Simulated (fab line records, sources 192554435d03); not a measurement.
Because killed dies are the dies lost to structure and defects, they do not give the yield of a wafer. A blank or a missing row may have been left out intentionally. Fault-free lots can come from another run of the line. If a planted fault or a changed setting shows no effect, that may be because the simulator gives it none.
A struck lot beside a sound one ; flow n5Finfet ; 39 out of 1938 route steps
Sound: these wafers, L666.2, L666.4, L666.6. Struck: wafers L652.5, L652.6 (left out: L652.4, a lot-mate that was not struck); the cause follows at the end.
For every step that has rows: the tool of each side, followed by ch and its chambers, followed by its first start. Under that, the readings that differ: sound wafers ; struck wafers ; difference of the means ; sigmas: that difference in standard deviations of wafers without a fault.
alike: readings with means less than 2 such deviations apart, plus words and numbers identical on both sides. not compared: withheld readings, readings lacking a value on some wafer, bounds such as >300 that could conceal the same value, and numbers that have no deviation in the record and whose values overlap.
Wherever a step has rows on one side only, a row that says differs or no value, or a row with sigmas, the two part there. When numbers do not overlap yet have no deviation, they are printed without sigmas and do not part them. A reading that every wafer of one side lacks parts them only if that side has two wafers or more.

first, 9 steps without rows for these wafers: N5_MOL_CONTACT_COAG_CVD_140 (deposits W, target thk 66.5 nm, time 215 s); N5_MOL_CONTACT_COAG_PRECLEAN_127 (cleans in DIW, time 57.5 s); N5_MOL_CONTACT_COAG_SRD_128 (dry time 32 s); N5_MOL_CONTACT_COAG_CMP_52 (polishes, stops on SiO2, t overpolish 1.5 s, target thk 66.5 nm); N5_MOL_CONTACT_COAG_ANNEAL_112 (time 1800 s); N5_BEOL_M0_SAQP_PECVD_00 (deposits SiCN from 3MS/NH3, target thk 8 nm, time 14 s); N5_BEOL_M0_SAQP_ILD_DEP_01 (deposits SiOC from DEMS/O2, target thk 45.419 nm, time 8.7 s); N5_BEOL_M0_SAQP_HM_DEP_02 (deposits TiN, target thk 12 nm); N5_BEOL_M0_SAQP_PECVD_03 (deposits SiCN from 3MS/NH3, target thk 12 nm, time 21.1 s).
N5_BEOL_M0_SAQP_PECVD_96: deposits a-Si from SiH4/He, target thk 45 nm, time 45.2 s.
  sound on pecvd-02 ch 0,2, day 11 16:53; struck on pecvd-03 ch 0,2, day 7 16:41
reading;sound;struck;difference;sigmas
runLengthS (s);81.8 82.5 81.6;85.5 84.6;+3.1;+6
model.a-Si_of_BEOL_M0_SAQP_PECVD_96.thkNm (nm);44.6 45 44.6;49 49.6;+5;
  alike: heaterPowerW, showerheadPlenumPTorr, susceptorTempC, throttleValvePct
then, 25 steps without rows for these wafers: N5_BEOL_M0_SAQP_PECVD_97 (deposits SiNx from SiH4/NH3/N2, target thk 23 nm, time 19.9 s); N5_BEOL_M0_SAQP_PECVD_04 (deposits a-Si from SiH4/He, target thk 60 nm, time 60.2 s); N5_BEOL_M0_SAQP_HM_DEP_111 (deposits SiO2 from SiH4/N2O, target thk 12 nm, time 7.2 s); N5_BEOL_M0_SAQP_COAT_81 (time 60 s, resist thk 100 nm); N5_BEOL_M0_SAQP_COAT_82 (time 60 s, resist thk 30 nm); N5_BEOL_M0_SAQP_COAT_08 (resist thk 90 nm); N5_BEOL_M0_SAQP_EBR_10; N5_BEOL_M0_SAQP_SOFTBAKE_09 (time 60 s); N5_BEOL_M0_SAQP_EXPOSE_11 (exposes mask M0 CORE, target cd 42 nm); N5_BEOL_M0_SAQP_PEB_12 (peb time 60 s); N5_BEOL_M0_SAQP_DEVELOP_13 (develop time 30 s); N5_BEOL_M0_SAQP_DESCUM_19 (chemistry O2, time 7.9 s); N5_BEOL_M0_SAQP_ETCH_83 (etches SiARC in CF4, target depth 39 nm, time 65 s); N5_BEOL_M0_SAQP_ETCH_84 (etches SOC in N2/H2, target depth 100 nm, overetch 20 nm, time 150 s); N5_BEOL_M0_SAQP_STRIP_80 (strips in N2/H2); N5_BEOL_M0_SAQP_HM_OPEN_112 (chemistry CHF3/O2, target SiO2, stops on a-Si, target depth 12 nm, time 13.5 s); N5_BEOL_M0_SAQP_STRIP_113 (strips in CHF3/O2); N5_BEOL_M0_SAQP_MANDREL_ETCH_20 (etches a-Si in HBr/Cl2, stops on SiNx, target depth 60 nm, bt time 10 s, time 30 s); N5_BEOL_M0_SAQP_STRIP_86 (strips in N2/H2); N5_BEOL_M0_SAQP_STRIP_115 (strips in post etch residue remover, time 60 s); N5_BEOL_M0_SAQP_SRD_93 (time 30 s); N5_BEOL_M0_SAQP_RECESS_114 (chemistry HF/NH3, target SiO2, target depth 14.4 nm, afs cycles 3, sublimation time 60 s); N5_BEOL_M0_SAQP_SPACER1_ALD_98 (deposits SiO2, target thk 12.8 nm, pulse time 1 s, purge time 2 s); N5_BEOL_M0_SAQP_SPACER1_ETCHBACK_99 (etches SiO2 in CHF3/O2, target depth 15.4 nm, time 7.7 s); N5_BEOL_M0_SAQP_MANDREL1_REMOVE_100 (chemistry HBr/Cl2/O2, target a-Si, stops on SiNx, bt time 10 s).
N5_BEOL_M0_SAQP_MANDREL_ETCH_103: etches a-Si in HBr/Cl2, stops on SiCN, target depth 45 nm, bt time 10 s, time 27 s.
  sound on rieSi-03 ch 0,1, day 11 19:23; struck on rieSi-04 ch 1,3, day 7 19:47
reading;sound;struck;difference;sigmas
oesProductAu (a.u.);0.678 0.685 0.656;0.743 0.721;+0.059;+5
model.etch.depthNm (nm);44.52 45.07 44.69;49.02 49.61;+4.55;
  alike: drypumpMotorCurrentA, throttleValvePct
  not compared: rfHoursCounterH
N5_BEOL_M0_SAQP_SPACER2_ETCHBACK_27: etches SiO2 in CHF3/O2, target depth 22.5 nm, time 11.25 s.
  sound on rieDiel-03 ch 0,1,2, day 11 21:38; struck on rieDiel-02 ch 0,3, day 7 22:39
reading;sound;struck;difference;sigmas
model.a-Si_of_BEOL_M0_SAQP_PECVD_96.thkNm (nm);42.4 43 42.4;46.8 47.4;+4.5;
  alike: drypumpMotorCurrentA, oesProductAu, rfVppV, showerheadPlenumPTorr, throttleValvePct
  not compared: rfHoursCounterH
-- the record jumps here: 2 days lie between the struck wafers' starts before and after (it left off in module BEOL_M0_SAQP and takes up again in module BEOL_M4, whose first step shown is number 1111 of the route) --
N5_BEOL_M4_RC_MEAS_101:
  sound on prober-02 ch 0, day 14 06:38; struck on prober-02 ch 0, day 10 03:43
reading;sound;struck;difference;sigmas
DIBL_N (mV/V);33.7 32.7 32.1;36.4 36.7;+3.7;+3
DIBL_P (mV/V);33.3 31.1 30.5;35.8 35.9;+4.2;+2
  alike: IOFF_N, IOFF_P, ION_N, ION_P, SS_N, SS_P, VT_N, VT_P
then, 1 step without rows for these wafers: N5_PASSIVATION_PROBE_49.

## WHERE THEY PART
Earliest at N5_BEOL_M0_SAQP_PECVD_96; latest, in this record, at N5_BEOL_M4_RC_MEAS_101.

WHY: what the simulator had put in
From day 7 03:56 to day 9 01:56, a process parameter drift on pecvd-03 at N5_BEOL_M0_SAQP_PECVD_96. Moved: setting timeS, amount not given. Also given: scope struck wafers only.
